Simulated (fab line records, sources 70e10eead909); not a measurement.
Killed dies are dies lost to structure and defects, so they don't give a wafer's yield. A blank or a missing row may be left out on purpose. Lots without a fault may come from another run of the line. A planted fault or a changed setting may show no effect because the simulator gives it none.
A struck lot beside a sound one | flow nand_harc | 14 steps out of a route of 1302
Sound: wafers L705.1, L705.2, L705.5. Struck: wafers L718.4, L718.5, L718.6. The cause comes at the end.
At each step with rows: each side's tool, then ch and its chambers, then its first start. Under that, the readings that differ: sound wafers | struck wafers | difference of the means | sigmas: that difference in standard deviations of wafers without a fault.
alike: readings whose means differ by less than 2 such deviations, and words and numbers that are the same on both sides. not compared: withheld readings, readings that some wafer has no value for, bounds like >300 that may hide the same value, and numbers for which the record gives no deviation and whose values overlap.
The two part at a step that has a row with sigmas, a row that says differs or no value, or rows on one side only. Numbers that don't overlap but have no deviation are shown without sigmas and don't part them. A reading that every wafer of one side lacks parts them only if that side has two wafers or more.

NHARC_A_WL_FILL_ALD_10: deposits SiO2, target thk 50 nm, pulse time 10 s, ald cycles 500.
  sound on ald_hk-04 ch 0,1,2, day 22 08:08; struck on ald_hk-04 ch 0,3, day 28 18:36
  alike: heater_power_w, precursor_pulse_height_rel
NHARC_A_WL_FILL_ETCHBACK_16: etches the open film in C4F8/O2/Ar, target depth 120 nm, time 24 s.
  sound on rie_diel-10 ch 0,2,3; struck on rie_diel-13 ch 2,3
  alike: oes_product_au, rf_vpp_V
  not compared: rf_hours_counter_h
NHARC_A_WL_FILL_STRIP_29: strips in O2, time 20 s.
  sound on rie_diel-10 ch 0,1,2, day 22 11:53; struck on rie_diel-13 ch 0,1,2, day 28 22:51
  alike: drypump_motor_current_A, oes_product_au, rf_vpp_V, showerhead_plenum_p_Torr, throttle_valve_pct
  not compared: rf_hours_counter_h
then, 4 steps without rows for these wafers: NHARC_A_WL_FILL_ETCHBACK_17 (etches the open film in Cl2/BCl3, target depth 4 nm, time 26.7 s); NHARC_A_WL_FILL_PRECLEAN_18 (cleans in dHF, time 30 s); NHARC_A_WL_FILL_SRD_21; NHARC_A_WL_FILL_CVD_23 (deposits poly-Si, target thk 40 nm, time 800 s).
NHARC_A_WL_FILL_ETCHBACK_26: etches the open film in HBr, target depth 52 nm, time 13.3 s.
  sound on rie_si-06 ch 1,3, day 22 17:06; struck on rie_si-04 ch 0,3, day 29 04:05
  alike: drypump_motor_current_A, hbr_flow_sccm, oes_product_au, throttle_valve_pct
  not compared: rf_hours_counter_h
then, 2 steps without rows for these wafers: NHARC_A_WL_FILL_PRECLEAN_30 (cleans in dHF, time 10 s); NHARC_A_WL_FILL_SRD_14.
NHARC_A_WL_FILL_ALD_19: deposits TiN, target thk 2 nm, pulse time 3 s, ald cycles 100.
  sound on ald_metal-04 ch 0,3, day 22 17:22; struck on ald_metal-01 ch 0,1,2, day 29 04:25
  alike: heater_power_w, precursor_pulse_height_rel
NHARC_A_WL_FILL_CVD_20: deposits W, target thk 100 nm, time 74 s.
  sound on cvd_w-02 ch 0,1, day 22 17:34; struck on cvd_w-02 ch 0,1, day 29 04:52
  no value came back on the struck wafers for chamber_pressure_Torr (Torr), heater_power_outer_w (W), heater_power_w (W), throttle_valve_pct (%); on the sound wafers chamber_pressure_Torr (Torr) reads 39.90 40.05 39.92
NHARC_A_WL_FILL_CMP_12: polishes, t overpolish 30 s, target thk 100 nm.
  sound on cmp-04 ch 0,1, day 22 17:44; struck on cmp-03 ch 2,3, day 29 04:58
  reading                | sound          | struck      | difference | sigmas
  time_to_endpoint_s (s) | 27.0 20.2 17.7 | 0.0 1.1 2.3 | -20.5      | -7
  alike: motor_current_A, overpolish_run_s
-- the record jumps here: 4 days lie between the struck wafers' starts before and after (it left off in module A_WL_FILL and takes up again in module END, whose first step shown is number 1302 of the route) --
NHARC_END_SORT_01:
  the record has rows for the struck wafers here (prober-01 ch 0, day 32 19:53) and none for the sound ones

WHERE THEY PART
First at NHARC_A_WL_FILL_CVD_20; last, within this record, at NHARC_END_SORT_01.

WHY: what the simulator had put in
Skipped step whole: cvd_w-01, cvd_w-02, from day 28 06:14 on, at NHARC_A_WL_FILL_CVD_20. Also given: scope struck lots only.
